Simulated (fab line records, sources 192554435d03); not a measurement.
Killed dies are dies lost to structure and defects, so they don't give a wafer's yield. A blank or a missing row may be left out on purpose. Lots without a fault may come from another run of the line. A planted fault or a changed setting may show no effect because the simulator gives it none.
Which tool did it? | flow n5_finfet | 12 lots, 36 wafers sampled, at 3 steps of a route of 1938

WHAT THE GAUGES READ, wafer by wafer
N5_BEOL_M9_RS_MEAS_57: measures by four-point-probe.
lot  | measured     | on            | M9_RS (ohm/sq)
L074 | day 11 00:17 | film_metro-02 | 0.148 0.154 0.149
L078 | day 11 22:56 | film_metro-02 | 0.148 0.149 0.151
L079 | day 12 20:21 | film_metro-01 | 0.146 0.145 0.149
L081 | day 13 01:44 | film_metro-02 | 0.149 0.147 0.149
L083 | day 14 08:47 | film_metro-01 | 0.147 0.154 0.150
L084 | day 15 05:13 | film_metro-02 | 0.154 0.154 0.158
L086 | day 15 14:50 | film_metro-01 | 0.149 0.147 0.147
L089 | day 15 17:17 | film_metro-02 | 0.159 0.158 0.158
L090 | day 16 00:40 | film_metro-02 | 0.151 0.152 0.147
L094 | day 16 13:50 | film_metro-01 | 0.150 0.155 0.154
L095 | day 16 22:56 | film_metro-01 | 0.150 0.147 0.147
L097 | day 18 03:43 | film_metro-01 | 0.147 0.152 0.151

WHICH TOOL RAN EACH LOT (tool, then ch and the chambers of the sampled wafers, then the start)
lot  | N5_BEOL_M9_STRIP_80                           | N5_BEOL_M9_SPUTTER_48
L074 | rie_diel-05 ch 0,3, day 10 22:38 or earlier   | pvd_sputter-01, day 10 22:38
L078 | rie_diel-03 ch 0,1,2, day 11 21:49 or earlier | pvd_sputter-03, day 11 21:49
L079 | rie_diel-05 ch 0,1,2, day 12 19:23 or earlier | pvd_sputter-02, day 12 19:23
L081 | rie_diel-05 ch 0,1, day 13 00:40 or earlier   | pvd_sputter-02, day 13 00:40
L083 | rie_diel-03 ch 0,1,2, day 14 07:19 or earlier | pvd_sputter-03, day 14 07:19
L084 | rie_diel-02 ch 1,2, day 15 04:05 or earlier   | pvd_sputter-03, day 15 04:05
L086 | rie_diel-03 ch 1,3, day 15 13:53 or earlier   | pvd_sputter-03, day 15 13:53
L089 | rie_diel-02 ch 2,3, day 15 16:19 or earlier   | pvd_sputter-03, day 15 16:19
L090 | rie_diel-03 ch 2,3, day 15 23:42 or earlier   | pvd_sputter-01, day 15 23:42
L094 | rie_diel-03 ch 1,2, day 16 12:34 or earlier   | pvd_sputter-01, day 16 12:34
L095 | rie_diel-03 ch 0,2, day 16 21:53 or earlier   | pvd_sputter-02, day 16 21:53
L097 | rie_diel-03 ch 0,1,3, day 18 02:38 or earlier | pvd_sputter-01, day 18 02:38
- N5_BEOL_M9_STRIP_80: strips in N2/H2, time 10 s.
- N5_BEOL_M9_SPUTTER_48: material Cu, target thk 12 nm, time 2 s.

THE ANSWER, worked out from the rows above alone
Rule: what is usual is taken from the lots themselves. Put in order of their means at a reading, lots are off if they are a third of the lots or fewer, leave a main group of 4 or more, and stand apart from it by a gap of 3 or more times the standard deviation of the main group's means; of several such gaps the widest counts. A main group whose means are all the same, to the digits that the tables above print for the reading, isn't used. A lot without any number at a reading at which 4 lots or more have one is off too. The other lots that the step has rows for count as sound.
No lot is off at any reading shown: from this, nothing can be told.

WHAT THE SIMULATOR HAD PUT IN
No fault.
